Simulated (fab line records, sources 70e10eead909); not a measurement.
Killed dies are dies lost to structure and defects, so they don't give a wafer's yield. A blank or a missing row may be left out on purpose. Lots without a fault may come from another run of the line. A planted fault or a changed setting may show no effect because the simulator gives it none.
Chamber matching | flow nand_harc | NHARC_P_GATE_DESCUM_48 on rie_diel-01: 4 sister chambers
The step chemistry O2, time 3 s. 18 wafers are shown with their chamber, then 9 later ones without.

WAFERS WITH THEIR CHAMBER
wafer  | chamber | drypump_motor_current_A (A) | oes_product_au (a.u.) | rf_vpp_V (V)
L074.1 | 3       | 5.8                         | 1.031                 | 58.1
L074.3 | 2       | 5.5                         | 1.003                 | 56.9
L074.6 | 0       | 5.8                         | 1.006                 | 59.5
L077.1 | 3       | 5.8                         | 1.021                 | 57.3
L077.2 | 2       | 5.5                         | 0.994                 | 58.1
L077.3 | 1       | 6.3                         | 1.021                 | 58.6
L078.2 | 1       | 6.3                         | 1.022                 | 58.2
L078.4 | 3       | 5.8                         | 1.012                 | 58.2
L078.6 | 0       | 5.8                         | 1.001                 | 57.5
L080.1 | 2       | 5.5                         | 0.990                 | 57.0
L080.3 | 1       | 6.4                         | 1.022                 | 59.1
L080.6 | 2       | 5.4                         | 0.991                 | 56.7
L081.2 | 3       | 5.8                         | 1.013                 | 56.9
L081.4 | 2       | 5.5                         | 0.996                 | 56.8
L081.5 | 2       | 5.5                         | 0.999                 | 58.6
L086.1 | 0       | 5.8                         | 1.012                 | 59.4
L086.5 | 3       | 5.8                         | 1.001                 | 56.8
L086.6 | 2       | 5.5                         | 0.964                 | 57.1

SIGNATURES (means of the wafers above)
reading                 | chamber 0 | chamber 1 | chamber 2 | chamber 3 | scatter within a chamber
drypump_motor_current_A | 5.800     | 6.333     | 5.486     | 5.800     | 0.033
oes_product_au          | 1.00633   | 1.02167   | 0.99100   | 1.01560   | 0.0105
rf_vpp_V                | 58.800    | 58.633    | 57.314    | 57.460    | 0.752
Rule: a wafer's distance from a chamber is the root of the sum, over the readings, of the square of ((its reading less the chamber's mean) divided by the reading's scatter). The wafer belongs to the nearest chamber; if the next one is less than 2 further off, it can't be placed. The scatter: the root of (the sum of the squares of (reading less its chamber's mean) over the shown wafers, divided by (wafers less chambers)).

WAFERS WITHOUT THEIR CHAMBER
wafer  | drypump_motor_current_A (A) | oes_product_au (a.u.) | rf_vpp_V (V)
L094.2 | 5.8                         | 0.986                 | 59.4
L094.4 | 6.3                         | 1.015                 | 58.9
L094.6 | 5.5                         | 0.970                 | 59.3
L095.2 | 5.8                         | 1.004                 | 58.9
L095.3 | 5.5                         | 0.974                 | 57.6
L095.5 | 5.5                         | 0.980                 | 56.9
L097.2 | 5.8                         | 0.999                 | 58.4
L097.4 | 5.4                         | 0.970                 | 57.3
L097.6 | 5.8                         | 0.996                 | 58.0

WHICH CHAMBER EACH WENT THROUGH
wafer  | from the rows above     | in truth
L094.2 | can't be placed: 0 or 3 | 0
L094.4 | 1                       | 1
L094.6 | 2                       | 2
L095.2 | can't be placed: 0 or 3 | 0
L095.3 | 2                       | 2
L095.5 | 2                       | 2
L097.2 | can't be placed: 0 or 3 | 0
L097.4 | 2                       | 2
L097.6 | can't be placed: 0 or 3 | 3
Placed correctly: 5 of 9. Can't be placed from these rows: 4 (the true chamber is among the candidates in 4). Placed wrongly: 0.
